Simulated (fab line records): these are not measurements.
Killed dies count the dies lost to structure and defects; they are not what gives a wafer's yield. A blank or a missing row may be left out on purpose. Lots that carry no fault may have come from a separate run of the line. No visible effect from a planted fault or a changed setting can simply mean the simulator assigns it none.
Comparing a struck lot with a sound one || flow nand-harc || 15 out of 1159 route steps
Sound: the wafers L624.1, L624.2, L624.3. Wafers L613.3, L613.4, L613.6 were the ones struck. The cause is named last.
For every step that has rows: the tool of each side, followed by ch and its chambers, followed by its first start. Under that, the readings that differ: sound wafers || struck wafers || difference of the means || sigmas: that difference in standard deviations of wafers without a fault.
alike: words and numbers the same on both sides, and readings whose means are apart by under 2 such deviations; not compared: readings that were withheld, readings missing a value for some wafer, numbers with overlapping values and no deviation given by the record, and bounds like >300 which may hide the same value.
Wherever a step has rows on one side only, a row that says differs or no value, or a row with sigmas, the two part there. Non-overlapping numbers with no deviation appear without sigmas and do not part them. A reading that every wafer of one side lacks parts them only if that side has two wafers or more.

first, 9 steps without rows for these wafers: NHARC_P_ZERO_WELL_STRIP_15 (strips in SPM, time 900 s); NHARC_P_ZERO_WELL_DEHYDRATE_16 (time 120 s); NHARC_P_ZERO_WELL_HMDS_17 (time 30 s); NHARC_P_ZERO_WELL_COAT_18; NHARC_P_ZERO_WELL_SOFTBAKE_19 (time 95 s); NHARC_P_ZERO_WELL_EBR_20; NHARC_P_ZERO_WELL_EXPOSE_21 (exposes mask P NWELL, target cd 720 nm); NHARC_P_ZERO_WELL_PEB_22 (peb time 85 s); NHARC_P_ZERO_WELL_DEVELOP_23 (time 70 s).
NHARC_P_ZERO_WELL_CD_MEAS_24: the cd target is 720 nm.
  sound on cd-sem-01 ch 0, day 5 08:27; struck on cd-sem-03 ch 0, day 2 14:28
  alike: cd-nm
then, 1 step without rows for these wafers: NHARC_P_ZERO_WELL_HARDBAKE_25 (time 80 s).
NHARC_P_ZERO_WELL_DESCUM_26: chemistry O2, time 3 s.
  sound on rie-diel-04 ch 0,2,3, day 5 08:37; struck on rie-diel-02 ch 0,2,3, day 2 14:40
  alike: drypump-motor-current-A, oes-product-au, rf-vpp-V, showerhead-plenum-p-Torr, throttle-valve-pct
  not compared: rf-hours-counter-h
NHARC_P_ZERO_WELL_IMPLANT_27:
  sound on implanter-02 ch 0, day 5 08:46; struck on implanter-01 ch 0, day 2 15:17
  alike: beam-on-s, end-station-pressure-torr
next, for these wafers, 1 step has no rows: NHARC_P_ZERO_WELL_IMPLANT_57.
-- break in the record here, with 18 days between the starts of the struck wafers on either side (left off in module P_ZERO_WELL, picked up again in module END, where the first step shown is number 1159 on the route) --
NHARC_END_SORT_01:
  the record has rows for the struck wafers here (prober-02 ch 0, day 21 02:20) and none for the sound ones

## WHERE THEY PART
Only at NHARC_END_SORT_01, within this record.

WHY: whatever the simulator had introduced
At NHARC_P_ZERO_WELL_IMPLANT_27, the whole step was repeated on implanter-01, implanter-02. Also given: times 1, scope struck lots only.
